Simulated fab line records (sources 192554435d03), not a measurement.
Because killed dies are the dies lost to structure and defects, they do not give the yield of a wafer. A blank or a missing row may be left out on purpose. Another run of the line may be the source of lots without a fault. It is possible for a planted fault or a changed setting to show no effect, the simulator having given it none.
3 desks, one fault	flow n5_finfet	each desk has only its own numbers; what lay behind them comes last

## METROLOGY DESK
Means of the sampled wafers that have a number, per lot and without regard to the tool the lot ran on: this is what the gauges read. A lot is out of limits, marked OUT, if its mean lies more than 4 standard deviations from the usual mean; the brackets give that distance. Shown here are 7 of its 10 readings, the ones lying furthest out on some lot.
Columns: A = DIBL_N at N5_BEOL_M4_RC_MEAS_101, usual 36.3 mV/V; B = DIBL_P at N5_BEOL_M4_RC_MEAS_101, usual 36.4 mV/V; C = IOFF_N at N5_BEOL_M4_RC_MEAS_101, usual 0.163 nA/um; D = IOFF_P at N5_BEOL_M4_RC_MEAS_101, usual 0.22 nA/um; E = ION_P at N5_BEOL_M4_RC_MEAS_101, usual 461 uA/um; F = SS_N at N5_BEOL_M4_RC_MEAS_101, usual 71.5 mV/dec; G = SS_P at N5_BEOL_M4_RC_MEAS_101, usual 73.4 mV/dec
lot	first seen here	A	B	C	D	E	F	G
L114	day 7 17:46	38.7	37.2	0.181	0.22	459	72.2	74.5
L115	day 8 04:22	35.5	34.5	0.146	0.19	456	71.4	72.8
L118	day 9 00:28	38.4	39.2	0.200	0.26	467	71.8	73.6
L120	day 9 03:56	36.0	36.8	0.163	0.21	462	71.6	73.2
L122	day 9 23:45	36.1	36.6	0.153	0.21	466	71.4	73.9
L124	day 10 16:11	37.9	38.2	0.181	0.22	460	72.1	73.4
L125	day 10 21:52	35.3	35.7	0.146	0.19	458	71.5	73.3
L130	day 12 11:41	36.9	37.9	0.172	0.25	467	71.1	73.5
L131	day 12 14:19	36.6	36.6	0.177	0.23	464	71.8	73.3
This desk's finding: nothing out of limits on any of the 9 lots.

## DESK OF THE TOOL OWNER: pecvd-02
The tool's own readings at N5_BEOL_M4_PECVD_72 (deposits SiO2 from TEOS/O2, target thk 16 nm, time 18 s): means of the sampled wafers that have a number, for each lot that ran on this tool. A lot is out of limits, marked OUT, if its mean lies more than 4 standard deviations from the usual mean; the brackets give that distance.
Columns: A = heater_power_w at N5_BEOL_M4_PECVD_72, usual 719 W; B = showerhead_plenum_p_Torr at N5_BEOL_M4_PECVD_72, usual 8.79 Torr; C = throttle_valve_pct at N5_BEOL_M4_PECVD_72, usual 22.5 %
lot	first seen here	A	B	C
L118	day 8 11:51	682	8.75	23.9
L120	day 8 15:05	707	8.77	24.0
L122	day 9 04:15	703	8.77	23.2
L130	day 11 21:50	685	8.77	23.2
L131	day 12 01:04	666	8.77	23.4
This desk's finding: nothing out of limits on any of the 5 lots.

## THE DEFECT DESK
What the inspections along the route counted, lot by lot: means of the sampled wafers that have a number. A lot is out of limits, marked OUT, if its mean lies more than 4 standard deviations from the usual mean; the brackets give that distance.
Columns: A = raw_defect_count at N5_BEOL_M4_INSPECT_59, usual 75
lot	first seen here	A
L114	day 7 17:35	87
L115	day 8 04:11	77
L118	day 9 00:17	88
L120	day 9 03:36	69
L122	day 9 23:43	90
L124	day 10 16:00	69
L125	day 10 21:50	79
L130	day 12 11:40	84
L131	day 12 14:17	74
This desk's finding: nothing out of limits on any of the 9 lots.

## ALL TOGETHER
The metrology desk saw nothing out of limits.
Nothing out of limits was seen by the tool owner's desk.
Nothing the defect desk looked at was out of limits.

## WHAT THE SIMULATOR HAD PUT IN
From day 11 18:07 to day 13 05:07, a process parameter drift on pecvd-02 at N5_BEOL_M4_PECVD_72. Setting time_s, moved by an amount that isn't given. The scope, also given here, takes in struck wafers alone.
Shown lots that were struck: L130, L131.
